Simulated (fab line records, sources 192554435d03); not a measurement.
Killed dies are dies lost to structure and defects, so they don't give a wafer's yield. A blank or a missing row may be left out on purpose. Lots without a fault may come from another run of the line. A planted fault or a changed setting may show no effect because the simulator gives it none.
Split-lot experiment | flow n5_finfet | 7 lots, 39 wafers read, on a route of 1938 steps

THE SPLIT
At N5_FIN_SAQP_SPACER2_ALD_28 (deposits SiO2, target thk 8.1 nm, pulse time 1 s, purge time 2 s), the setting target_thk_a was moved away from the recipe's 81 angstrom on 18 of the 39 wafers read, by -52.4% to +46.0%. The other wafers ran this setting at the recipe's value.

FROM THE SPLIT TO THE READING: what the file shows between them, 9 steps
- N5_FIN_SAQP_SPACER2_ETCHBACK_29: etches SiO2 in CHF3/O2, target depth 12.2 nm, time 6.1 s
- N5_FIN_SAQP_MANDREL2_REMOVE_60: chemistry HBr/Cl2/O2, target a-Si, stops on SiNx, bt time 10 s
- N5_FIN_SAQP_CD_MEAS_31: target cd 8 nm
- N5_FIN_SAQP_HM_OPEN_33: chemistry CH3F/O2, target SiNx, target depth 49.4 nm, time 70.6 s
- N5_FIN_SAQP_ETCH_34: etches SiO2 in C4F6/O2, target depth 45 nm, time 15 s
- N5_FIN_SAQP_STRIP_77: strips in N2/H2, time 90 s
- N5_FIN_SAQP_HM_CD_35: target cd 8 nm
- N5_FIN_SAQP_ETCH_64: etches SiO2 in CF4, target depth 1.5 nm
- N5_FIN_SAQP_FIN_ETCH_36: etches the open film in HBr/Cl2/O2, target depth 120 nm, time 50.4 s

THE READING
cd_nm, in nm, at N5_FIN_SAQP_CD_MEAS_37 (target cd 8 nm). Fault-free wafers of this fab line usually give 8.10 nm, standard deviation 0.29 nm.

wafer  | tool, chamber at the split | target_thk_a as run, angstrom | against the recipe | cd_nm, nm | against lot-mates on the recipe
L075.1 | ald_sin-02, 3,2            | 81                            | recipe             | 8.14      | -
L075.2 | ald_sin-02, 3,2            | 81                            | recipe             | 8.06      | -
L075.3 | ald_sin-02, 0,3,2          | 105.7                         | +30.5%             | 10.75     | +2.61
L075.4 | ald_sin-02, 1              | 81                            | recipe             | 8.22      | -
L075.5 | ald_sin-02, 0,3,2          | 105.7                         | +30.5%             | 10.89     | +2.75
L075.6 | ald_sin-02, 0,3,2          | 105.7                         | +30.5%             | 10.91     | +2.77
L080.1 | ald_sin-01, 0              | 81                            | recipe             | 8.24      | -
L080.2 | ald_sin-01, 2,1            | 81                            | recipe             | 7.75      | -
L080.3 | ald_sin-01, 2,1            | 81                            | recipe             | 8.16      | -
L080.4 | ald_sin-01, 3,2,3          | 38.59                         | -52.4%             | 3.98      | -4.07
L080.5 | ald_sin-01, 3,2,3          | 38.59                         | -52.4%             | 4.15      | -3.90
L080.6 | ald_sin-01, 3,2,3          | 38.59                         | -52.4%             | 4.33      | -3.72
L083.1 | ald_sin-02, 3,1            | 81                            | recipe             | 7.70      | -
L083.2 | ald_sin-02, 2,0,3          | 95.85                         | +18.3%             | 9.29      | +1.33
L083.3 | ald_sin-02, 3,1            | 81                            | recipe             | 8.19      | -
L083.4 | ald_sin-02, 2,0,3          | 95.85                         | +18.3%             | 9.31      | +1.35
L083.5 | ald_sin-02, 2              | 81                            | recipe             | 8.00      | -
L083.6 | ald_sin-02, 2,0,3          | 95.85                         | +18.3%             | 9.43      | +1.47
L084.3 | ald_sin-04, 0,0,3          | 81                            | recipe             | 7.84      | -
L084.5 | ald_sin-04, 0,0,3          | 81                            | recipe             | 8.22      | -
L084.6 | ald_sin-04, 0,0,3          | 81                            | recipe             | 8.03      | -
L093.1 | ald_sin-01, 0,1,3          | 81                            | recipe             | 8.19      | -
L093.2 | ald_sin-01, 3,2,0          | 109.5                         | +35.2%             | 11.02     | +3.17
L093.3 | ald_sin-01, 0,1,3          | 81                            | recipe             | 7.85      | -
L093.4 | ald_sin-01, 3,2,0          | 109.5                         | +35.2%             | 11.03     | +3.18
L093.5 | ald_sin-01, 0,1,3          | 81                            | recipe             | 7.51      | -
L093.6 | ald_sin-01, 3,2,0          | 109.5                         | +35.2%             | 11.04     | +3.19
L095.1 | ald_sin-01, 3,2            | 56.63                         | -30.1%             | 5.79      | -2.43
L095.2 | ald_sin-01, 3,2            | 56.63                         | -30.1%             | 5.50      | -2.72
L095.3 | ald_sin-01, 0,1,2          | 81                            | recipe             | 8.88      | -
L095.4 | ald_sin-01, 0,1,2          | 81                            | recipe             | 7.85      | -
L095.5 | ald_sin-01, 0,1,2          | 81                            | recipe             | 7.92      | -
L095.6 | ald_sin-01, 1              | 56.63                         | -30.1%             | 5.87      | -2.35
L096.1 | ald_sin-04, 1,3,3          | 81                            | recipe             | 7.88      | -
L096.2 | ald_sin-04, 1,3,3          | 81                            | recipe             | 7.88      | -
L096.3 | ald_sin-04, 0,2,0          | 118.3                         | +46.0%             | 11.87     | +3.96
L096.4 | ald_sin-04, 0,2,0          | 118.3                         | +46.0%             | 11.68     | +3.77
L096.5 | ald_sin-04, 0,2,0          | 118.3                         | +46.0%             | 12.01     | +4.10
L096.6 | ald_sin-04, 1,3,3          | 81                            | recipe             | 7.97      | -
Where a row lists several chambers, the file gives one row for several wafers and doesn't say which wafer went through which chamber.

THE FIT
A straight line over all 39 wafers: cd_nm changes by +0.0799 nm for each +1% of target_thk_a; r = +0.99; the points scatter about the line by 0.26 nm.
The same after taking each lot's own level away (the mean of its wafers on the recipe; 39 wafers): +0.0819 nm for each +1%; r = +0.99; scatter 0.25 nm.
On that fit, the largest move of target_thk_a shifts the reading by 4.3 nm.
The lots' own levels span 7.850 to 8.217 nm, that is 1.3 times the standard deviation above.
So the lot-to-lot level changes the slope little: the two slopes agree.
Check: with one of the wafers moved furthest among these (-52.4%) left out of the fit, the line predicts -4.24 nm for it against its lot-mates. It came out at -4.07 nm against them.

THE WHOLE CHAIN: every reading that the file lists as answering this split, in the file's order
step                           | what it does                                                      | reading                                                                                 | change (the file's fit)                | r (the file's)
N5_FIN_SAQP_SPACER2_ALD_28     | deposits SiO2, target thk 8.1 nm, pulse time 1 s, purge time 2 s  | SiO2_of_FIN_SAQP_SPACER2_ALD_28.thk_nm (the simulator's own value, which no gauge read) | +0.0829 nm for each +1% of the setting | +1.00
N5_FIN_SAQP_MANDREL2_REMOVE_60 | chemistry HBr/Cl2/O2, target a-Si, stops on SiNx, bt time 10 s    | FIN_SAQP.cd_nm (the simulator's own value, which no gauge read)                         | +0.0829 nm for each +1% of the setting | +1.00
N5_FIN_SAQP_CD_MEAS_31         | target cd 8 nm                                                    | cd_nm                                                                                   | +0.0847 nm for each +1% of the setting | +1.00
N5_FIN_SAQP_HM_OPEN_33         | chemistry CH3F/O2, target SiNx, target depth 49.4 nm, time 70.6 s | FIN_SAQP.cd_nm (the simulator's own value, which no gauge read)                         | +0.0819 nm for each +1% of the setting | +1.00
N5_FIN_SAQP_HM_CD_35           | target cd 8 nm                                                    | cd_nm                                                                                   | +0.0817 nm for each +1% of the setting | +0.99
N5_FIN_SAQP_CD_MEAS_37         | target cd 8 nm                                                    | cd_nm                                                                                   | +0.0823 nm for each +1% of the setting | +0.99

THE FILE'S OWN FIT
cd_nm changes by +0.0823 nm for each +1% of target_thk_a, r = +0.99.
